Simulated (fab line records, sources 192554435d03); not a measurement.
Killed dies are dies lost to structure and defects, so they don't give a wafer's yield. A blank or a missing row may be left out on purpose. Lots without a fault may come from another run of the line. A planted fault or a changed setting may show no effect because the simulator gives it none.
A struck lot beside a sound one | flow n5_finfet | 39 steps out of a route of 1938
Sound: wafers L559.1, L559.3, L559.4. Struck: wafer L547.1. (L547.4, L547.5 of the same lot were not struck and are left out.) The cause comes at the end.
At each step with rows: each side's tool, then ch and its chambers, then its first start. Under that, the readings that differ: sound wafers | struck wafers | difference of the means | sigmas: that difference in standard deviations of wafers without a fault.
alike: readings whose means differ by less than 2 such deviations, and words and numbers that are the same on both sides. not compared: withheld readings, readings that some wafer has no value for, bounds like >300 that may hide the same value, and numbers for which the record gives no deviation and whose values overlap.
The two part at a step that has a row with sigmas, a row that says differs or no value, or rows on one side only. Numbers that don't overlap but have no deviation are shown without sigmas and don't part them. A reading that every wafer of one side lacks parts them only if that side has two wafers or more.

first, 11 steps without rows for these wafers: N5_BEOL_M3_STRIP_65 (strips in N2/H2); N5_BEOL_M3_STRIP_75 (strips in N2/H2); N5_BEOL_M3_STRIP_66 (strips in CF4); N5_BEOL_M3_HM_OPEN_17 (chemistry Cl2/BCl3, target TiN, target depth 20 nm, overetch 6 nm); N5_BEOL_M3_STRIP_19 (strips in O2); N5_BEOL_M3_COAT_67 (time 60 s, resist thk 60 nm); N5_BEOL_M3_COAT_68 (time 60 s, resist thk 12 nm); N5_BEOL_M3_COAT_76 (time 60 s, resist thk 5 nm); N5_BEOL_M3_COAT_22 (resist thk 30 nm); N5_BEOL_M3_EBR_24; N5_BEOL_M3_SOFTBAKE_23 (time 60 s).
N5_BEOL_M3_EXPOSE_25: exposes mask V2, defocus 5 nm.
  sound on euv_scanner-01 ch 0, day 11 18:11; struck on euv_scanner-01 ch 0, day 8 20:07
  alike: mask
then, 2 steps without rows for these wafers: N5_BEOL_M3_PEB_26 (peb time 60 s); N5_BEOL_M3_DEVELOP_27 (develop time 30 s).
N5_BEOL_M3_CD_MEAS_28: target cd 25.7 nm, target cd y 23.3 nm.
  sound on cd_sem-02 ch 0, day 11 18:20; struck on cd_sem-03 ch 0, day 8 20:16
  reading    | sound             | struck | difference | sigmas
  cd_nm (nm) | 25.95 25.83 25.98 | 22.48  | -3.44      | -16
then, 22 steps without rows for these wafers: N5_BEOL_M3_DESCUM_33 (chemistry O2, time 7 s); N5_BEOL_M3_ETCH_77 (etches underlayer in N2/H2, target depth 6.5 nm, time 5.2 s); N5_BEOL_M3_ETCH_69 (etches SiARC in CF4, target depth 15.6 nm, time 26 s); N5_BEOL_M3_ALD_98 (deposits SiO2, target thk 2.5 nm, pulse time 1 s, co reactant pulse time 1 s); N5_BEOL_M3_ETCHBACK_99 (etches SiO2 in CHF3, target depth 5 nm, time 10.4 s); N5_BEOL_M3_ETCH_70 (etches SOC in N2/H2, target depth 80 nm, overetch 16 nm, time 120 s); N5_BEOL_M3_STRIP_71 (strips in N2/H2); N5_BEOL_M3_STRIP_78 (strips in N2/H2); N5_BEOL_M3_VIA_ETCH_34 (etches the open film in C4F6/O2, target depth 69.4 nm, time 65.9 s); N5_BEOL_M3_STRIP_83 (strips in C4F6/O2); N5_BEOL_M3_STRIP_36 (strips in N2/H2); N5_BEOL_M3_TRENCH_ETCH_37 (etches SiOC in C4F6/O2, target depth 55.555 nm, time 29.2 s); N5_BEOL_M3_ETCH_41 (etches SiCN in CH3F/O2, target depth 29.9 nm, time 52.5 s); N5_BEOL_M3_STRIP_97 (strips in N2/H2, time 10 s); N5_BEOL_M3_HM_STRIP_39 (strips TiN in peroxide tin strip, target depth 25 nm, time 158 s); N5_BEOL_M3_SRD_40 (time 30 s); N5_BEOL_M3_PRECLEAN_42 (cleans in residue remover, time 60 s); N5_BEOL_M3_SRD_43 (time 30 s); N5_BEOL_M3_DEGAS_44 (time 60 s); N5_BEOL_M3_PRE_CLEAN_45 (time 30 s); N5_BEOL_M3_ALD_84 (deposits TaN, pulse time 2 s, purge time 3 s, co reactant purge time 2 s); N5_BEOL_M3_SURFACE_TREAT_85.
N5_BEOL_M4_RC_MEAS_101:
  sound on prober-02 ch 0, day 12 18:34; struck on prober-02 ch 0, day 10 00:08
  reading                      | sound          | struck | difference | sigmas
  CHAIN_V2 (ohm/link)          | 222 228 233    | 309    | +81        | +12
  CHAIN_V2_max_site (ohm/link) | 236 232 238    | 327    | +92        | +12
  ION_N (uA/um)                | 684 672 669    | 693    | +18        | +2
  SS_P (mV/dec)                | 73.7 73.7 74.0 | 72.6   | -1.2       | -2
  alike: DIBL_N, DIBL_P, IOFF_N, IOFF_P, ION_P, SS_N, VT_N, VT_P
-- the record jumps here: 4 days lie between the struck wafers' starts before and after (it left off in module BEOL_M4 and takes up again in module PASSIVATION, whose first step shown is number 1936 of the route) --
N5_PASSIVATION_PROBE_49:
  the record has rows for the struck wafers here (prober-01, day 14 07:51) and none for the sound ones

WHERE THEY PART
First at N5_BEOL_M3_CD_MEAS_28; last, within this record, at N5_PASSIVATION_PROBE_49.

WHY: what the simulator had put in
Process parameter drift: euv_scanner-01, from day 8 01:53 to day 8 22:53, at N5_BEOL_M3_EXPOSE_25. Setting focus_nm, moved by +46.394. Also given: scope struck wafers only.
